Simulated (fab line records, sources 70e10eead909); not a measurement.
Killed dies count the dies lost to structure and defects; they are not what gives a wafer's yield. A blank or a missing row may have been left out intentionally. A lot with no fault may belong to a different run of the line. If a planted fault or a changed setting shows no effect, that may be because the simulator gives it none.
Chamber matching ; flow nandHarc ; NHARC_P_M2_DEP_33 on pecvd-03: 3 sister chambers
The step deposits SiCN, target thk 30 nm. 22 wafers are shown with their chamber, then 11 later ones without.

## WAFERS PAIRED WITH THEIR CHAMBERS
wafer;chamber;heaterPowerW (W);susceptorTempC (C)
L074.2;0;497;369.70
L074.3;1;543;370.15
L074.4;1;546;370.16
L079.3;1;518;369.98
L079.4;0;493;370.03
L079.6;1;519;370.16
L084.1;1;547;370.15
L084.3;2;434;369.84
L084.4;1;534;370.16
L085.4;2;508;369.91
L085.5;1;545;370.03
L085.6;0;563;369.99
L088.3;1;563;369.89
L088.5;1;558;369.79
L088.6;2;517;369.93
L090.4;2;496;369.86
L090.5;0;511;370.03
L090.6;1;479;369.88
L091.1;1;487;370.06
L091.3;0;557;369.84
L091.5;0;551;370.02
L092.2;0;559;370.40

SIGNATURES (averages over the wafers above)
reading;chamber 0;chamber 1;chamber 2;scatter within a chamber
heaterPowerW;533.00;530.82;488.75;30.4
susceptorTempC;370.0014;370.0373;369.8850;0.156
Rule: a wafer lies at a distance from a chamber equal to the root of the sum of squares, over the readings, of (its reading less the chamber's mean, divided by the reading's scatter). The wafer belongs to the nearest chamber; if the next one is less than 2 further off, it can't be placed. The scatter: the root of (the sum of the squares of (reading less its chamber's mean) over the shown wafers, divided by (wafers less chambers)).

## WAFERS WITHOUT THEIR CHAMBER
wafer;heaterPowerW (W);susceptorTempC (C)
L092.4;491;369.70
L092.6;557;370.03
L093.3;469;370.40
L093.5;552;370.10
L093.6;574;370.37
L095.1;498;370.00
L095.3;496;370.00
L095.5;507;369.82
L097.2;512;369.76
L097.3;537;369.90
L097.4;546;370.01

## WHICH CHAMBER EACH WENT THROUGH
wafer;from the rows above;in truth
L092.4;can't be placed: 2 or 0 or 1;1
L092.6;can't be placed: 0 or 1 or 2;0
L093.3;can't be placed: 1 or 0 or 2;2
L093.5;can't be placed: 1 or 0 or 2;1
L093.6;can't be placed: 1 or 0 or 2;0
L095.1;can't be placed: 2 or 1 or 0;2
L095.3;can't be placed: 2 or 1 or 0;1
L095.5;can't be placed: 2 or 0 or 1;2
L097.2;can't be placed: 2 or 0 or 1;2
L097.3;can't be placed: 0 or 1 or 2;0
L097.4;can't be placed: 0 or 1 or 2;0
Correctly placed: 0 of 11. Cannot be placed on the basis of these rows: 11; the candidates contain the true chamber in 11. 0 placed wrongly.
